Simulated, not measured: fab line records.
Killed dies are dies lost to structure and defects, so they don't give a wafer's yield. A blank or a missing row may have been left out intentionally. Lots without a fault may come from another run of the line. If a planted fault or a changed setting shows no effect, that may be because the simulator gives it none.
Chamber matching -- flow n5Finfet -- 4 sister chambers for N5_BEOL_M3_DESCUM_33 on rieDiel-02
The step chemistry O2, time 7 s. 4 wafers are shown with their chamber, then 8 later ones without.

== WAFERS PAIRED WITH THEIR CHAMBERS ==
wafer,chamber,drypumpMotorCurrentA (A)
L079.3,0,5.0
L087.2,2,5.6
L087.5,1,6.4
L092.3,3,6.0

== WAFERS WHOSE CHAMBER IS MISSING ==
wafer,drypumpMotorCurrentA (A)
L092.4,5.0
L092.5,6.0
L093.1,5.6
L093.2,6.5
L093.6,6.5
L095.2,6.4
L095.3,6.0
L095.6,6.4

== EACH ONE'S CHAMBER ==
wafer,from the rows above,in truth
L092.4,0,0
L092.5,3,3
L093.1,2,2
L093.2,1,1
L093.6,1,1
L095.2,1,1
L095.3,3,3
L095.6,1,1
Correct placement for 8 of the 8. Not placeable from these rows: 0. Number placed wrongly: 0.
How it was worked out, from the rows above alone: a wafer's distance from a chamber is the root of the sum, over the readings, of the square of ((its reading less the chamber's mean) divided by the reading's scatter). If the next closest chamber is less than 2 further off than the closest, the wafer can't be placed; otherwise it belongs to the closest. The mean given for a chamber averages the wafers shown for that chamber. The scatter: with one shown wafer a chamber, the root of the mean of the squares of how far each hidden wafer lies from its nearest shown one.
